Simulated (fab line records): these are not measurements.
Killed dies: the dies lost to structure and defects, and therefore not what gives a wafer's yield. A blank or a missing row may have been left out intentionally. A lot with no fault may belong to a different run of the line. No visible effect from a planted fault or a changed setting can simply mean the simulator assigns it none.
Chamber matching + flow nand-harc + pecvd-04 running NHARC_THIN_TSV_DEP_47: 3 sister chambers
The step deposits SiO2, target thk 200 nm. 6 wafers are shown with their chamber, then 7 later ones without.

## EACH WAFER AND ITS CHAMBER
| wafer  | chamber | throttle-valve-pct (%) |
|--------|---------|------------------------|
| L448.5 | 2       | 15.8                   |
| L453.4 | 0       | 15.0                   |
| L453.5 | 2       | 15.6                   |
| L453.6 | 1       | 16.2                   |
| L455.1 | 0       | 15.1                   |
| L455.4 | 1       | 16.1                   |

## WAFERS WITH NO CHAMBER GIVEN
| wafer  | throttle-valve-pct (%) |
|--------|------------------------|
| L455.5 | 15.7                   |
| L454.2 | 16.0                   |
| L454.4 | 16.2                   |
| L454.5 | 16.2                   |
| L456.1 | 16.4                   |
| L456.3 | 15.3                   |
| L456.5 | 15.0                   |

## WHICH CHAMBER EACH ONE RAN IN
| wafer  | from the rows above     | in truth                   |
|--------|-------------------------|----------------------------|
| L455.5 | 2                       | 2                          |
| L454.2 | can't be placed: 1 or 2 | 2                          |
| L454.4 | 1                       | 1                          |
| L454.5 | 1                       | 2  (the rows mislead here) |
| L456.1 | 1                       | 1                          |
| L456.3 | can't be placed: 0 or 2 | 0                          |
| L456.5 | 0                       | 0                          |
Correct placement for 4 of the 7. These rows do not allow placing 2 (true chamber among the candidates in 2). Placed wrongly: 1.
How it was worked out, from the rows above alone: a wafer's distance from a chamber is the root of the sum, over the readings, of the square of ((its reading less the chamber's mean) divided by the reading's scatter). If the next closest chamber is less than 2 further off than the closest, the wafer can't be placed; otherwise it belongs to the closest. For every chamber, the mean is computed from those of its wafers that are shown. How the scatter is found: for the shown wafers, subtract from each reading the mean of its chamber, square and add these, divide the total by (wafers less chambers), then take the root.
